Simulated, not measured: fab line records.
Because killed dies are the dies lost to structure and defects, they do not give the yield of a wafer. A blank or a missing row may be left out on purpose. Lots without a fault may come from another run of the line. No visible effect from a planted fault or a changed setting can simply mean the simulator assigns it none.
Which tool is to blame? :: flow n5Finfet :: 11 lots, 33 wafers sampled, at 2 steps of a route of 1938

## WHAT EACH GAUGE READ, for each wafer
N5_BEOL_M6_CD_MEAS_35: target cd 40 nm, target cd y 28 nm.
lot: L365
measured: day 9 08:46
on: cdSem-03
cdNm (nm): 40.3 40.0 40.2

lot: L368
measured: day 10 10:22
on: cdSem-01
cdNm (nm): 40.8 40.4 40.5

lot: L369
measured: day 10 16:27
on: cdSem-02
cdNm (nm): 40.2 39.1 40.3

lot: L370
measured: day 11 06:10
on: cdSem-02
cdNm (nm): 40.8 40.5 39.1

lot: L373
measured: day 12 01:55
on: cdSem-03
cdNm (nm): 40.3 40.2 39.8

lot: L375
measured: day 12 10:46
on: cdSem-01
cdNm (nm): 40.2 40.5 40.4

lot: L376
measured: day 12 10:57
on: cdSem-01
cdNm (nm): 40.3 39.8 40.0

lot: L377
measured: day 12 12:33
on: cdSem-03
cdNm (nm): 39.4 39.1 39.5

lot: L378
measured: day 13 07:19
on: cdSem-03
cdNm (nm): 40.2 40.9 40.3

lot: L382
measured: day 14 01:31
on: cdSem-03
cdNm (nm): 40.1 40.0 40.4

lot: L385
measured: day 14 16:54
on: cdSem-03
cdNm (nm): 38.7 39.4 39.2

## WHAT TOOL EACH LOT RAN ON (gives the tool, then ch and the chambers of the sampled wafers, and finally the start)
lot: L365
N5_BEOL_M6_STRIP_80: rieDiel-04 ch 1,2, day 9 08:46 or earlier

lot: L368
N5_BEOL_M6_STRIP_80: rieDiel-02 ch 0,3, day 10 10:22 or earlier

lot: L369
N5_BEOL_M6_STRIP_80: rieDiel-04 ch 0,2,3, day 10 16:27 or earlier

lot: L370
N5_BEOL_M6_STRIP_80: rieDiel-02 ch 0,3, day 11 06:10 or earlier

lot: L373
N5_BEOL_M6_STRIP_80: rieDiel-02 ch 0,2,3, day 12 01:55 or earlier

lot: L375
N5_BEOL_M6_STRIP_80: rieDiel-01 ch 0,3, day 12 10:46 or earlier

lot: L376
N5_BEOL_M6_STRIP_80: rieDiel-02 ch 1,3, day 12 10:57 or earlier

lot: L377
N5_BEOL_M6_STRIP_80: rieDiel-04 ch 0,2, day 12 12:33 or earlier

lot: L378
N5_BEOL_M6_STRIP_80: rieDiel-04 ch 0,2, day 13 07:19 or earlier

lot: L382
N5_BEOL_M6_STRIP_80: rieDiel-01 ch 1,2,3, day 14 01:31 or earlier

lot: L385
N5_BEOL_M6_STRIP_80: rieDiel-04 ch 2,3, day 14 16:54 or earlier
- N5_BEOL_M6_STRIP_80: strips in N2/H2, time 10 s.

## THE ANSWER, worked out from the rows above alone
Rule: the usual values come from the lots themselves. Put in order of their means at a reading, lots are off if they are a third of the lots or fewer, leave a main group of 4 or more, and stand apart from it by a gap of 3 or more times the standard deviation of the main group's means; of several such gaps the widest counts. The tables above print the reading to a certain number of digits; a main group whose means all agree to those digits is not used. Also off: a lot with no number at a reading for which 4 or more lots have one. Where the step has rows for the other lots, those lots are counted as sound.
No lot is off on any of the readings shown, so nothing can be concluded from this.

## WHAT THE SIMULATOR PUT IN
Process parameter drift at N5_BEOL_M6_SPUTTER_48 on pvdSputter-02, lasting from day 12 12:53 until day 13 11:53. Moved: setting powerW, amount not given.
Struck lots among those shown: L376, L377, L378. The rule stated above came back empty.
